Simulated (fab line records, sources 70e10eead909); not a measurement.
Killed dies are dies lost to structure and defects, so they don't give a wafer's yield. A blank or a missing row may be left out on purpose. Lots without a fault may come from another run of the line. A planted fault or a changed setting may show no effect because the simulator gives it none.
A struck lot beside a sound one | flow nand_harc | 40 steps out of a route of 1302
Sound: wafers L475.2, L475.5, L475.6. Struck: wafers L491.1, L491.3, L491.6. The cause comes at the end.
At each step with rows: each side's tool, then ch and its chambers, then its first start. Under that, the readings that differ: sound wafers | struck wafers | difference of the means | sigmas: that difference in standard deviations of wafers without a fault.
alike: readings whose means differ by less than 2 such deviations, and words and numbers that are the same on both sides. not compared: withheld readings, readings that some wafer has no value for, bounds like >300 that may hide the same value, and numbers for which the record gives no deviation and whose values overlap.
The two part at a step that has a row with sigmas, a row that says differs or no value, or rows on one side only. Numbers that don't overlap but have no deviation are shown without sigmas and don't part them. A reading that every wafer of one side lacks parts them only if that side has two wafers or more.

NHARC_A_M0_OVL_MEAS_10: pitch 160 nm.
  sound on overlay-01, day 22 17:04; struck on overlay-01, day 28 20:35
  alike: overlay_x_nm, overlay_y_nm
NHARC_A_M0_INSPECT_11:
  sound on defect_inspect-01, day 22 17:06; struck on defect_inspect-01, day 28 20:37
  alike: raw_defect_count
then, 3 steps without rows for these wafers: NHARC_A_M0_DESCUM_14 (chemistry O2, time 3 s); NHARC_A_M0_ETCH_34 (etches the open film in N2/H2, target depth 40 nm, overetch 12 nm, time 43.94 s); NHARC_A_M0_ETCH_15 (etches the open film in C4F8/Ar, target depth 150 nm, overetch 15 nm, time 82.5 s).
NHARC_A_M0_CD_MEAS_16:
  sound on cd_sem-02, day 22 17:28; struck on cd_sem-01, day 28 20:59
  alike: cd_nm
then, 2 steps without rows for these wafers: NHARC_A_M0_STRIP_18 (strips in N2/H2); NHARC_A_M0_STRIP_19 (strips in post etch residue remover, time 600 s).
NHARC_A_M0_DEGAS_28: time 60 s.
  sound on pvd_sputter-03, day 22 18:05; struck on pvd_sputter-01, day 28 21:37
  reading              | sound | struck               | difference                   | sigmas
  susceptor_temp_C (C) | - - - | 249.87 250.42 249.98 | no value on the sound wafers |
  alike: heater_power_w
NHARC_A_M0_PRE_CLEAN_29: time 30 s.
  sound on pvd_sputter-03; struck on pvd_sputter-01
  alike: heater_power_w, susceptor_temp_C
then, 1 step without rows for these wafers: NHARC_A_M0_PVD_20 (deposits TaN, target thk 5 nm, time 8.06 s).
NHARC_A_M0_PVD_21: deposits Cu, target thk 30 nm, time 20.49 s.
  sound on pvd_sputter-03; struck on pvd_sputter-01
  alike: throttle_valve_pct
NHARC_A_M0_ECD_22: material Cu, target thk 400 nm.
  sound on ecd_cu-01 ch 0,1, day 22 18:26; struck on ecd_cu-01 ch 0,1, day 28 22:01
then, 2 steps without rows for these wafers: NHARC_A_M0_ANNEAL_30 (time 90 s); NHARC_A_M0_CMP_23 (polishes, t overpolish 20 s, target thk 113.75 nm).
NHARC_A_M0_THK_MEAS_24: measures by xrf.
  sound on film_metro-01, day 22 19:29; struck on film_metro-02, day 28 23:01
  alike: thk_nm
then, 1 step without rows for these wafers: NHARC_A_M0_SRD_25.
NHARC_A_M0_PRE_CLEAN_31: time 12 s.
  sound on pecvd-01 ch 0,2, day 22 19:43; struck on pecvd-02 ch 0,2, day 28 23:14
  alike: heater_power_w, susceptor_temp_C
then, 11 steps without rows for these wafers: NHARC_A_M0_DEP_32 (deposits SiCN, target thk 30 nm); NHARC_A_M1_DEP_00 (deposits SiOC, target thk 182.5 nm); NHARC_A_M1_DEHYDRATE_01 (time 120 s); NHARC_A_M1_HMDS_02 (time 30 s); NHARC_A_M1_COAT_34 (time 65 s); NHARC_A_M1_COAT_03 (resist thk 90 nm); NHARC_A_M1_SOFTBAKE_04 (time 55 s); NHARC_A_M1_EBR_05; NHARC_A_M1_EXPOSE_06 (exposes mask A M1, target cd 120 nm); NHARC_A_M1_PEB_07 (peb time 65 s); NHARC_A_M1_DEVELOP_08 (develop time 35 s).
NHARC_A_M1_CD_MEAS_09: target cd 120 nm.
  sound on cd_sem-02 ch 0, day 22 20:54; struck on cd_sem-02 ch 0, day 29 00:34
  alike: cd_nm
NHARC_A_M1_OVL_MEAS_10: pitch 240 nm.
  sound on overlay-01, day 22 20:59; struck on overlay-02, day 29 00:39
  reading           | sound       | struck         | difference | sigmas
  overlay_x_nm (nm) | 1.6 1.3 1.2 | -1.0 -1.1 -0.5 | -2.2       | -3
  alike: overlay_y_nm
then, 3 steps without rows for these wafers: NHARC_A_M1_DESCUM_14 (chemistry O2, time 3 s); NHARC_A_M1_ETCH_35 (etches the open film in N2/H2, target depth 40 nm, overetch 12 nm, time 43.94 s); NHARC_A_M1_ETCH_15 (etches the open film in C4F8/Ar, target depth 182.5 nm, time 91.2 s).
NHARC_A_M1_CD_MEAS_16:
  sound on cd_sem-03, day 22 21:23; struck on cd_sem-03, day 29 01:03
  alike: cd_nm
then, 3 steps without rows for these wafers: NHARC_A_M1_STRIP_18 (strips in N2/H2); NHARC_A_M1_ETCH_28 (etches the open film in CF4/N2, target depth 30 nm, time 72.99 s); NHARC_A_M1_STRIP_19 (strips in post etch residue remover, time 600 s).
NHARC_A_M1_DEGAS_29: time 60 s.
  sound on pvd_sputter-01, day 22 22:07; struck on pvd_sputter-02, day 29 01:46
  alike: heater_power_w, susceptor_temp_C
NHARC_END_SORT_01:
  the record has rows for the struck wafers here (prober-01 ch 0, day 30 15:26) and none for the sound ones

WHERE THEY PART
First at NHARC_A_M0_DEGAS_28; last, within this record, at NHARC_END_SORT_01.

WHY: what the simulator had put in
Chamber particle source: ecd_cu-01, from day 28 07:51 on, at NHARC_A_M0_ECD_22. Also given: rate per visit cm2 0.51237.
